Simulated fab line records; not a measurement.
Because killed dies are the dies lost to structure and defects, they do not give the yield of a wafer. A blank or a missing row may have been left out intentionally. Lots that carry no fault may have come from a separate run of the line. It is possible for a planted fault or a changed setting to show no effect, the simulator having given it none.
The tool behind it: which one? || flow nand_harc || 30 wafers from 10 lots sampled at 7 of the route's 1302 steps

== WHAT THE GAUGES READ, wafer by wafer ==
NHARC_P_M2_CD_MEAS_09 targets a cd of 170 nm. Usual: 170.2 nm for cd_nm, sd 0.61.
{"lot": "L720", "measured": "day 7 07:18", "on": "cd_sem-01", "cd_nm (nm)": "170.4 169.8 171.2", "flag": ""}
{"lot": "L721", "measured": "day 7 19:20", "on": "cd_sem-02", "cd_nm (nm)": "169.6 170.4 169.6", "flag": ""}
{"lot": "L722", "measured": "day 8 00:16", "on": "cd_sem-02", "cd_nm (nm)": "170.7 171.0 169.7", "flag": ""}
{"lot": "L724", "measured": "day 8 20:11", "on": "cd_sem-01", "cd_nm (nm)": "170.5 169.8 170.1", "flag": ""}
{"lot": "L725", "measured": "day 9 13:06", "on": "cd_sem-02", "cd_nm (nm)": "171.5 169.5 170.0", "flag": ""}
{"lot": "L726", "measured": "day 9 19:37", "on": "cd_sem-03", "cd_nm (nm)": "174.8 175.8 175.5", "flag": "OFF"}
{"lot": "L728", "measured": "day 10 17:30", "on": "cd_sem-02", "cd_nm (nm)": "174.4 175.5 174.0", "flag": "OFF"}
{"lot": "L736", "measured": "day 14 00:30", "on": "cd_sem-02", "cd_nm (nm)": "170.6 170.6 170.2", "flag": ""}
{"lot": "L738", "measured": "day 14 15:59", "on": "cd_sem-02", "cd_nm (nm)": "170.6 170.4 171.3", "flag": ""}
{"lot": "L740", "measured": "day 16 00:43", "on": "cd_sem-02", "cd_nm (nm)": "169.4 169.1 169.3", "flag": ""}

NHARC_P_M2_INSPECT_11. Usual: 4.1 for raw_defect_count, sd 2.3.
{"lot": "L720", "measured": "day 7 07:25", "on": "defect_inspect-01", "raw_defect_count": "4 2 4", "flag": ""}
{"lot": "L721", "measured": "day 7 19:28", "on": "defect_inspect-02", "raw_defect_count": "1 2 3", "flag": ""}
{"lot": "L722", "measured": "day 8 00:23", "on": "defect_inspect-01", "raw_defect_count": "3 2 3", "flag": ""}
{"lot": "L724", "measured": "day 8 20:18", "on": "defect_inspect-02", "raw_defect_count": "5 2 2", "flag": ""}
{"lot": "L725", "measured": "day 9 13:13", "on": "defect_inspect-02", "raw_defect_count": "2 5 4", "flag": ""}
{"lot": "L726", "measured": "day 9 19:44", "on": "defect_inspect-02", "raw_defect_count": "5 1 2", "flag": ""}
{"lot": "L728", "measured": "day 10 17:37", "on": "defect_inspect-01", "raw_defect_count": "4 3 1", "flag": ""}
{"lot": "L736", "measured": "day 14 00:37", "on": "defect_inspect-01", "raw_defect_count": "2 3 3", "flag": ""}
{"lot": "L738", "measured": "day 14 16:06", "on": "defect_inspect-02", "raw_defect_count": "5 6 8", "flag": ""}
{"lot": "L740", "measured": "day 16 00:50", "on": "defect_inspect-02", "raw_defect_count": "3 6 4", "flag": ""}

NHARC_P_M2_CD_MEAS_16. Usual: 170.1 nm for cd_nm, sd 0.82.
{"lot": "L720", "measured": "day 7 07:47", "on": "cd_sem-03", "cd_nm (nm)": "170.1 170.1 171.2", "flag": ""}
{"lot": "L721", "measured": "day 7 19:50", "on": "cd_sem-03", "cd_nm (nm)": "169.0 169.6 169.9", "flag": ""}
{"lot": "L722", "measured": "day 8 00:46", "on": "cd_sem-01", "cd_nm (nm)": "170.8 171.8 169.8", "flag": ""}
{"lot": "L724", "measured": "day 8 20:40", "on": "cd_sem-01", "cd_nm (nm)": "169.9 170.7 169.5", "flag": ""}
{"lot": "L725", "measured": "day 9 13:35", "on": "cd_sem-02", "cd_nm (nm)": "171.5 169.3 169.7", "flag": ""}
{"lot": "L726", "measured": "day 9 20:07", "on": "cd_sem-01", "cd_nm (nm)": "174.5 176.1 176.1", "flag": "OFF"}
{"lot": "L728", "measured": "day 10 17:59", "on": "cd_sem-02", "cd_nm (nm)": "174.1 175.6 175.2", "flag": "OFF"}
{"lot": "L736", "measured": "day 14 00:59", "on": "cd_sem-03", "cd_nm (nm)": "170.6 170.7 170.3", "flag": ""}
{"lot": "L738", "measured": "day 14 16:28", "on": "cd_sem-02", "cd_nm (nm)": "170.8 169.7 171.0", "flag": ""}
{"lot": "L740", "measured": "day 16 01:12", "on": "cd_sem-01", "cd_nm (nm)": "169.7 167.7 169.2", "flag": ""}

NHARC_END_SORT_01. Usual: defect_limited_yield 91.9 %, standard deviation 2.9; killed_at_array 50, standard deviation 20; killed_at_other 1.2, standard deviation 1.5; killed_at_periphery 3.6, standard deviation 2.6; killed_dies 55, standard deviation 20; killed_open 3.4, standard deviation 2; killed_short 2.7, standard deviation 1.6; sort_bin_2_pct 2.9 %, standard deviation 1.3; sort_bin_3_pct 0.6 %, standard deviation 0.38; sort_bin_4_pct 4.6 %, standard deviation 1.6; sort_n_pass 622, standard deviation 20; sort_rim_yield_pct 93 %, standard deviation 3.8; sort_yield_pct 91.9 %, standard deviation 2.9.
{"lot": "L720", "measured": "day 25 21:14", "on": "prober-02", "defect_limited_yield (%)": "91.4 89.5 90.7", "killed_at_array": "53 66 57", "killed_at_other": "0 1 0", "killed_at_periphery": "5 4 6", "killed_dies": "58 71 63", "killed_open": "3 1 4", "killed_short": "1 5 0", "sort_bin_2_pct (%)": "3.8 4.3 3.7", "sort_bin_3_pct (%)": "0.9 0.9 0.1", "sort_bin_4_pct (%)": "3.8 5.3 5.5", "sort_n_pass": "619 606 614", "sort_rim_yield_pct (%)": "92 97 90", "sort_yield_pct (%)": "91.4 89.5 90.7", "flag": ""}
{"lot": "L725", "measured": "day 27 22:52", "on": "prober-02", "defect_limited_yield (%)": "90.1 89.5 91.0", "killed_at_array": "63 69 59", "killed_at_other": "0 0 0", "killed_at_periphery": "4 2 2", "killed_dies": "67 71 61", "killed_open": "7 1 5", "killed_short": "4 3 2", "sort_bin_2_pct (%)": "3.5 3.8 3.8", "sort_bin_3_pct (%)": "0.7 1.5 0.7", "sort_bin_4_pct (%)": "5.6 5.2 4.4", "sort_n_pass": "610 606 616", "sort_rim_yield_pct (%)": "90 97 91", "sort_yield_pct (%)": "90.1 89.5 91.0", "flag": ""}
{"lot": "L726", "measured": "day 27 23:36", "on": "prober-01", "defect_limited_yield (%)": "95.1 95.0 95.9", "killed_at_array": "29 32 25", "killed_at_other": "0 0 0", "killed_at_periphery": "4 2 3", "killed_dies": "33 34 28", "killed_open": "4 5 1", "killed_short": "1 0 3", "sort_bin_2_pct (%)": "1.8 1.2 0.7", "sort_bin_3_pct (%)": "0 0.4 0.3", "sort_bin_4_pct (%)": "3.1 3.4 3.1", "sort_n_pass": "644 643 649", "sort_rim_yield_pct (%)": "95 98 92", "sort_yield_pct (%)": "95.1 95.0 95.9", "flag": ""}
{"lot": "L728", "measured": "day 28 17:11", "on": "prober-02", "defect_limited_yield (%)": "93.4 93.8 92.0", "killed_at_array": "41 40 50", "killed_at_other": "0 0 2", "killed_at_periphery": "4 2 2", "killed_dies": "45 42 54", "killed_open": "3 3 3", "killed_short": "3 2 4", "sort_bin_2_pct (%)": "2.8 1.9 2.8", "sort_bin_3_pct (%)": "0.6 0.7 0.7", "sort_bin_4_pct (%)": "3.2 3.5 4.4", "sort_n_pass": "632 635 623", "sort_rim_yield_pct (%)": "99 98 95", "sort_yield_pct (%)": "93.4 93.8 92.0", "flag": ""}

== EACH LOT AND THE TOOL THAT RAN IT (in order: tool; ch and the chambers of the sampled wafers; start) ==
{"lot": "L720", "NHARC_P_M1_ETCH_28": "rie_diel-01 ch 0,1, day 7 06:08 or earlier", "NHARC_P_M1_PRE_CLEAN_32": "pecvd-01 ch 0,2, day 7 06:08", "NHARC_P_M2_PEB_07": "litho_track-04 ch 0, day 7 07:13"}
{"lot": "L721", "NHARC_P_M1_ETCH_28": "rie_diel-01 ch 0,1,2, day 7 18:02 or earlier", "NHARC_P_M1_PRE_CLEAN_32": "pecvd-01 ch 0,2, day 7 18:02", "NHARC_P_M2_PEB_07": "litho_track-06 ch 0, day 7 19:16"}
{"lot": "L722", "NHARC_P_M1_ETCH_28": "rie_diel-01 ch 1,2, day 7 22:57 or earlier", "NHARC_P_M1_PRE_CLEAN_32": "pecvd-02 ch 0,1, day 7 22:57", "NHARC_P_M2_PEB_07": "litho_track-01 ch 0, day 8 00:11"}
{"lot": "L724", "NHARC_P_M1_ETCH_28": "rie_diel-01 ch 1,2,3, day 8 18:50 or earlier", "NHARC_P_M1_PRE_CLEAN_32": "pecvd-02 ch 0,1,2, day 8 18:50", "NHARC_P_M2_PEB_07": "litho_track-01 ch 0, day 8 20:06"}
{"lot": "L725", "NHARC_P_M1_ETCH_28": "rie_diel-01 ch 0,1,2, day 9 11:55 or earlier", "NHARC_P_M1_PRE_CLEAN_32": "pecvd-03 ch 0,1,2, day 9 11:55", "NHARC_P_M2_PEB_07": "litho_track-06 ch 0, day 9 13:01"}
{"lot": "L726", "NHARC_P_M1_ETCH_28": "rie_diel-06 ch 0,1,2, day 9 18:19 or earlier", "NHARC_P_M1_PRE_CLEAN_32": "pecvd-03 ch 0,1,2, day 9 18:19", "NHARC_P_M2_PEB_07": "litho_track-01 ch 0, day 9 19:32"}
{"lot": "L728", "NHARC_P_M1_ETCH_28": "rie_diel-01 ch 1,2, day 10 16:10 or earlier", "NHARC_P_M1_PRE_CLEAN_32": "pecvd-03 ch 0,2, day 10 16:10", "NHARC_P_M2_PEB_07": "litho_track-01 ch 0, day 10 17:25"}
{"lot": "L736", "NHARC_P_M1_ETCH_28": "rie_diel-01 ch 2,3, day 13 23:10 or earlier", "NHARC_P_M1_PRE_CLEAN_32": "pecvd-02 ch 0,2, day 13 23:10", "NHARC_P_M2_PEB_07": "litho_track-01 ch 0, day 14 00:25"}
{"lot": "L738", "NHARC_P_M1_ETCH_28": "rie_diel-06 ch 0,1,3, day 14 14:41 or earlier", "NHARC_P_M1_PRE_CLEAN_32": "pecvd-01 ch 0,1,2, day 14 14:41", "NHARC_P_M2_PEB_07": "litho_track-01 ch 0, day 14 15:54"}
{"lot": "L740", "NHARC_P_M1_ETCH_28": "rie_diel-06 ch 1,2,3, day 15 23:24 or earlier", "NHARC_P_M1_PRE_CLEAN_32": "pecvd-03 ch 0,1,2, day 15 23:24", "NHARC_P_M2_PEB_07": "litho_track-01 ch 0, day 16 00:38"}
- NHARC_P_M1_ETCH_28: etches the open film in CF4/N2, target depth 30 nm, time 72.99 s.
- NHARC_P_M1_PRE_CLEAN_32: time 12 s.
- NHARC_P_M2_PEB_07: peb time 65 s.

== WHAT THE TOOLS THEMSELVES READ (means of the sampled wafers that have a number; where no wafer has one, the mark that the record gives instead) ==
NHARC_P_M1_ETCH_28. Usual: drypump_motor_current_A 5.9 A, standard deviation 0.45; oes_product_au 1.000 a.u., standard deviation 0.0087; rf_fwd_power_W 297.1 W, standard deviation 1.4; rf_vpp_V 314.1 V, standard deviation 1.5; showerhead_plenum_p_Torr 2.62 Torr, standard deviation 0.069; throttle_valve_pct 19.795 %, standard deviation 0.009.
{"lot": "L720", "tool": "rie_diel-01", "drypump_motor_current_A (A)": 6.2, "oes_product_au (a.u.)": 1.004, "rf_fwd_power_W (W)": 297.1, "rf_vpp_V (V)": 312.9, "showerhead_plenum_p_Torr (Torr)": 2.55, "throttle_valve_pct (%)": 19.794, "flag": ""}
{"lot": "L721", "tool": "rie_diel-01", "drypump_motor_current_A (A)": 5.7, "oes_product_au (a.u.)": 0.994, "rf_fwd_power_W (W)": 296.3, "rf_vpp_V (V)": 313.0, "showerhead_plenum_p_Torr (Torr)": 2.55, "throttle_valve_pct (%)": 19.793, "flag": ""}
{"lot": "L722", "tool": "rie_diel-01", "drypump_motor_current_A (A)": 5.4, "oes_product_au (a.u.)": 1.000, "rf_fwd_power_W (W)": 297.8, "rf_vpp_V (V)": 313.4, "showerhead_plenum_p_Torr (Torr)": 2.56, "throttle_valve_pct (%)": 19.796, "flag": ""}
{"lot": "L724", "tool": "rie_diel-01", "drypump_motor_current_A (A)": 5.9, "oes_product_au (a.u.)": 1.001, "rf_fwd_power_W (W)": 297.6, "rf_vpp_V (V)": 314.2, "showerhead_plenum_p_Torr (Torr)": 2.62, "throttle_valve_pct (%)": 19.801, "flag": ""}
{"lot": "L725", "tool": "rie_diel-01", "drypump_motor_current_A (A)": 5.7, "oes_product_au (a.u.)": 0.999, "rf_fwd_power_W (W)": 297.6, "rf_vpp_V (V)": 313.6, "showerhead_plenum_p_Torr (Torr)": 2.55, "throttle_valve_pct (%)": 19.797, "flag": ""}
{"lot": "L726", "tool": "rie_diel-06", "drypump_motor_current_A (A)": 6.0, "oes_product_au (a.u.)": 0.999, "rf_fwd_power_W (W)": 296.7, "rf_vpp_V (V)": 315.3, "showerhead_plenum_p_Torr (Torr)": 2.64, "throttle_valve_pct (%)": 19.804, "flag": ""}
{"lot": "L728", "tool": "rie_diel-01", "drypump_motor_current_A (A)": 6.0, "oes_product_au (a.u.)": 1.000, "rf_fwd_power_W (W)": 297.2, "rf_vpp_V (V)": 312.5, "showerhead_plenum_p_Torr (Torr)": 2.56, "throttle_valve_pct (%)": 19.796, "flag": ""}
{"lot": "L736", "tool": "rie_diel-01", "drypump_motor_current_A (A)": 5.4, "oes_product_au (a.u.)": 1.008, "rf_fwd_power_W (W)": 296.6, "rf_vpp_V (V)": 312.9, "showerhead_plenum_p_Torr (Torr)": 2.62, "throttle_valve_pct (%)": 19.800, "flag": ""}
{"lot": "L738", "tool": "rie_diel-06", "drypump_motor_current_A (A)": 6.0, "oes_product_au (a.u.)": 0.994, "rf_fwd_power_W (W)": 297.7, "rf_vpp_V (V)": 314.2, "showerhead_plenum_p_Torr (Torr)": 2.65, "throttle_valve_pct (%)": 19.790, "flag": ""}
{"lot": "L740", "tool": "rie_diel-06", "drypump_motor_current_A (A)": 5.9, "oes_product_au (a.u.)": 1.002, "rf_fwd_power_W (W)": 298.2, "rf_vpp_V (V)": 313.8, "showerhead_plenum_p_Torr (Torr)": 2.63, "throttle_valve_pct (%)": 19.801, "flag": ""}

NHARC_P_M1_PRE_CLEAN_32. Usual: heater_power_w 611 W, standard deviation 120; rf_fwd_power_W 292.5 W, standard deviation 0.89.
{"lot": "L720", "tool": "pecvd-01", "heater_power_w (W)": 572, "rf_fwd_power_W (W)": 292.7, "flag": ""}
{"lot": "L721", "tool": "pecvd-01", "heater_power_w (W)": 591, "rf_fwd_power_W (W)": 291.6, "flag": ""}
{"lot": "L722", "tool": "pecvd-02", "heater_power_w (W)": 592, "rf_fwd_power_W (W)": 292.6, "flag": ""}
{"lot": "L724", "tool": "pecvd-02", "heater_power_w (W)": 586, "rf_fwd_power_W (W)": 292.5, "flag": ""}
{"lot": "L725", "tool": "pecvd-03", "heater_power_w (W)": 638, "rf_fwd_power_W (W)": 292.5, "flag": ""}
{"lot": "L726", "tool": "pecvd-03", "heater_power_w (W)": 622, "rf_fwd_power_W (W)": 291.4, "flag": ""}
{"lot": "L728", "tool": "pecvd-03", "heater_power_w (W)": 693, "rf_fwd_power_W (W)": 293.0, "flag": ""}
{"lot": "L736", "tool": "pecvd-02", "heater_power_w (W)": 558, "rf_fwd_power_W (W)": 292.0, "flag": ""}
{"lot": "L738", "tool": "pecvd-01", "heater_power_w (W)": 585, "rf_fwd_power_W (W)": 291.6, "flag": ""}
{"lot": "L740", "tool": "pecvd-03", "heater_power_w (W)": 627, "rf_fwd_power_W (W)": 292.7, "flag": ""}

NHARC_P_M2_PEB_07. Usual: chill_plate_temp_C 22.99 C, standard deviation 0.093; heater_power_total_W 156.6 W, standard deviation 0.41; plate_temp_C 99.98 C, standard deviation 0.11.
{"lot": "L720", "tool": "litho_track-04", "chill_plate_temp_C (C)": 22.95, "heater_power_total_W (W)": 156.7, "plate_temp_C (C)": 99.97, "flag": ""}
{"lot": "L721", "tool": "litho_track-06", "chill_plate_temp_C (C)": 22.95, "heater_power_total_W (W)": 156.4, "plate_temp_C (C)": 99.97, "flag": ""}
{"lot": "L722", "tool": "litho_track-01", "chill_plate_temp_C (C)": 23.06, "heater_power_total_W (W)": 156.6, "plate_temp_C (C)": 100.04, "flag": ""}
{"lot": "L724", "tool": "litho_track-01", "chill_plate_temp_C (C)": 22.95, "heater_power_total_W (W)": 156.6, "plate_temp_C (C)": 99.88, "flag": ""}
{"lot": "L725", "tool": "litho_track-06", "chill_plate_temp_C (C)": 23.07, "heater_power_total_W (W)": 156.4, "plate_temp_C (C)": 99.99, "flag": ""}
{"lot": "L726", "tool": "litho_track-01", "chill_plate_temp_C (C)": 22.98, "heater_power_total_W (W)": 160.3, "plate_temp_C (C)": 101.56, "flag": "OFF"}
{"lot": "L728", "tool": "litho_track-01", "chill_plate_temp_C (C)": 23.02, "heater_power_total_W (W)": 160.5, "plate_temp_C (C)": 101.53, "flag": "OFF"}
{"lot": "L736", "tool": "litho_track-01", "chill_plate_temp_C (C)": 23.13, "heater_power_total_W (W)": 156.7, "plate_temp_C (C)": 99.99, "flag": ""}
{"lot": "L738", "tool": "litho_track-01", "chill_plate_temp_C (C)": 22.96, "heater_power_total_W (W)": 157.0, "plate_temp_C (C)": 100.05, "flag": ""}
{"lot": "L740", "tool": "litho_track-01", "chill_plate_temp_C (C)": 23.02, "heater_power_total_W (W)": 156.2, "plate_temp_C (C)": 100.04, "flag": ""}

== THE ANSWER, worked out from the rows above alone ==
Rule: take the mean of a lot's wafers that have a number; if it is more than 3 standard deviations from the usual mean, the lot is off. A lot without any number at a reading at which 4 lots or more have one is off too. The other lots that the step has rows for count as sound. After the gauges, taken in route order, come the tools' own readings; for these a lot's mean is taken, as printed above. At the first step where some lot is off, the reading lying furthest off is the one used; lots without a number count as furthest.
Off at NHARC_P_M2_CD_MEAS_09 (cd_nm): L726, L728.
A tool fits if, at a process step before that reading, it ran every lot that is off, and no sound lot after the first of them. Not tried: the gauges at NHARC_P_M2_CD_MEAS_09; whatever is off there is also off at NHARC_P_M2_PEB_07, on other tools, and gauge error can't account for it. With no start given for some of its lots, NHARC_P_M1_ETCH_28 uses the hours and lot order of NHARC_P_M1_PRE_CLEAN_32. Of those tried, none fits.

== WHAT WAS PUT IN BY THE SIMULATOR ==
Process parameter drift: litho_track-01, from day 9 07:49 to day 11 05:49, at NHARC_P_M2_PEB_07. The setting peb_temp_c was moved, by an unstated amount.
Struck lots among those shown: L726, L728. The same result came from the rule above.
